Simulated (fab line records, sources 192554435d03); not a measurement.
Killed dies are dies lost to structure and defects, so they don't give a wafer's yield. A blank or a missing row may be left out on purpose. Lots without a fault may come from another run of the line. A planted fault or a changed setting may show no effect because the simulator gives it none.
Which tool did it? | flow n5_finfet | 10 lots, 30 wafers sampled, at 5 steps of a route of 1938

WHAT THE GAUGES READ, wafer by wafer
N5_BEOL_M4_THK_MEAS_01.
lot  | measured     | on            | M4_ILD_THK (nm)
L713 | day 8 05:10  | film_metro-01 | 77.6 79.3 79.1
L717 | day 9 01:02  | film_metro-02 | 77.6 76.8 78.0
L719 | day 9 19:43  | film_metro-01 | 79.0 80.8 79.9
L718 | day 9 21:26  | film_metro-02 | 78.3 78.6 79.6
L720 | day 9 22:37  | film_metro-01 | 77.0 78.7 77.7
L722 | day 10 03:18 | film_metro-02 | 79.0 79.9 80.2
L725 | day 11 20:05 | film_metro-02 | 77.7 79.1 80.1
L733 | day 12 22:46 | film_metro-02 | 89.2 77.7 79.6
L734 | day 13 18:19 | film_metro-01 | 78.1 79.6 80.2
L735 | day 15 12:13 | film_metro-02 | 78.8 77.4 78.3

WHICH TOOL RAN EACH LOT (tool, then ch and the chambers of the sampled wafers, then the start)
lot  | N5_BEOL_M3_ANNEAL_91         | N5_BEOL_M3_CMP_52             | N5_BEOL_M3_PRE_CLEAN_60          | N5_BEOL_M4_ILD_DEP_00
L713 | pvd_sputter-02, day 8 03:25  | cmp-04 ch 2,3, day 8 04:31    | cvd_co-02 ch 0,2, day 8 04:49    | pecvd-02 ch 1,2, day 8 05:06
L717 | pvd_sputter-03, day 8 22:58  | cmp-03 ch 0,2,3, day 9 00:22  | cvd_co-01 ch 1,2, day 9 00:37    | pecvd-03 ch 0,2, day 9 00:58
L719 | pvd_sputter-02, day 9 17:52  | cmp-02 ch 1,3, day 9 19:04    | cvd_co-01 ch 0,1,2, day 9 19:22  | pecvd-01 ch 0,1,2, day 9 19:38
L718 | pvd_sputter-03, day 9 19:41  | cmp-03 ch 0,1,2, day 9 20:50  | cvd_co-01 ch 0,1, day 9 21:05    | pecvd-01 ch 0,1,2, day 9 21:22
L720 | pvd_sputter-02, day 9 20:51  | cmp-03 ch 2,3, day 9 21:55    | cvd_co-02 ch 0,1, day 9 22:15    | pecvd-03 ch 0,1, day 9 22:32
L722 | pvd_sputter-01, day 10 01:31 | cmp-02 ch 0,2, day 10 02:35   | cvd_co-02 ch 1,2, day 10 02:55   | pecvd-02 ch 0,1,2, day 10 03:14
L725 | pvd_sputter-01, day 11 17:31 | cmp-04 ch 0,1, day 11 19:25   | cvd_co-02 ch 1,2, day 11 19:42   | pecvd-01 ch 0,1,2, day 11 20:01
L733 | pvd_sputter-03, day 12 21:01 | cmp-04 ch 1,2,3, day 12 22:05 | cvd_co-02 ch 1,2, day 12 22:25   | pecvd-01 ch 0,1,2, day 12 22:42
L734 | pvd_sputter-01, day 13 16:34 | cmp-04 ch 0,1, day 13 17:38   | cvd_co-02 ch 1,2, day 13 17:58   | pecvd-02 ch 0,2, day 13 18:15
L735 | pvd_sputter-03, day 15 10:05 | cmp-02 ch 0,2,3, day 15 11:35 | cvd_co-01 ch 0,1,2, day 15 11:52 | pecvd-03 ch 0,1,2, day 15 12:10
- N5_BEOL_M3_ANNEAL_91: time 240 s.
- N5_BEOL_M3_CMP_52: polishes, stops on SiOC, t overpolish 6.8 s, target thk 40 nm.
- N5_BEOL_M3_PRE_CLEAN_60: time 15 s.
- N5_BEOL_M4_ILD_DEP_00: deposits SiOC from DEMS/O2, target thk 79 nm, time 15.3 s.

THE ANSWER, worked out from the rows above alone
Rule: what is usual is taken from the lots themselves. Put in order of their means at a reading, lots are off if they are a third of the lots or fewer, leave a main group of 4 or more, and stand apart from it by a gap of 3 or more times the standard deviation of the main group's means; of several such gaps the widest counts. A main group whose means are all the same, to the digits that the tables above print for the reading, isn't used. A lot without any number at a reading at which 4 lots or more have one is off too. The other lots that the step has rows for count as sound.
No lot is off at any reading shown: from this, nothing can be told.

WHAT THE SIMULATOR HAD PUT IN
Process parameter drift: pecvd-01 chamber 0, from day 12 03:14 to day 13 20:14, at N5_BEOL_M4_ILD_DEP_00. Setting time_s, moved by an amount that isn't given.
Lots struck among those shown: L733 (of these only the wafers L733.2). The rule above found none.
